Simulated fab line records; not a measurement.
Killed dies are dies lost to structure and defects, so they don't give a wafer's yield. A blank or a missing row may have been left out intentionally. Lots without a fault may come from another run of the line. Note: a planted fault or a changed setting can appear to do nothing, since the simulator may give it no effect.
Chamber matching | flow n5Finfet | cvdCo-01 running N5_BEOL_M4_CO_CAP_55: 3 sister chambers
The step material Co, precursor CCTBA/H2, target thk 2 nm, time 102.1 s. 3 wafers are shown with their chamber, then 7 later ones without.

== WAFERS PAIRED WITH THEIR CHAMBERS ==
wafer  | chamber | heaterPowerW (W)
L667.4 | 2       | 266
L671.1 | 0       | 240
L671.6 | 1       | 301

== WAFERS MISSING THEIR CHAMBER ==
wafer  | heaterPowerW (W)
L680.5 | 240
L680.6 | 266
L681.5 | 246
L681.6 | 295
L687.1 | 265
L687.3 | 294
L687.6 | 299

== WHICH CHAMBER EACH ONE RAN IN ==
wafer  | from the rows above | in truth
L680.5 | 0                   | 0
L680.6 | 2                   | 2
L681.5 | 0                   | 0
L681.6 | 1                   | 1
L687.1 | 2                   | 2
L687.3 | 1                   | 1
L687.6 | 1                   | 1
Correct placement for 7 of the 7. Number that these rows cannot place: 0. Wrongly placed: 0.
How it was worked out, from the rows above alone: a wafer's distance from a chamber is the root of the sum, over the readings, of the square of ((its reading less the chamber's mean) divided by the reading's scatter). If the next closest chamber is less than 2 further off than the closest, the wafer can't be placed; otherwise it belongs to the closest. A chamber's mean is the mean of its shown wafers. The scatter: root of mean squared gap, hidden wafer to nearest shown wafer, with one shown wafer a chamber.
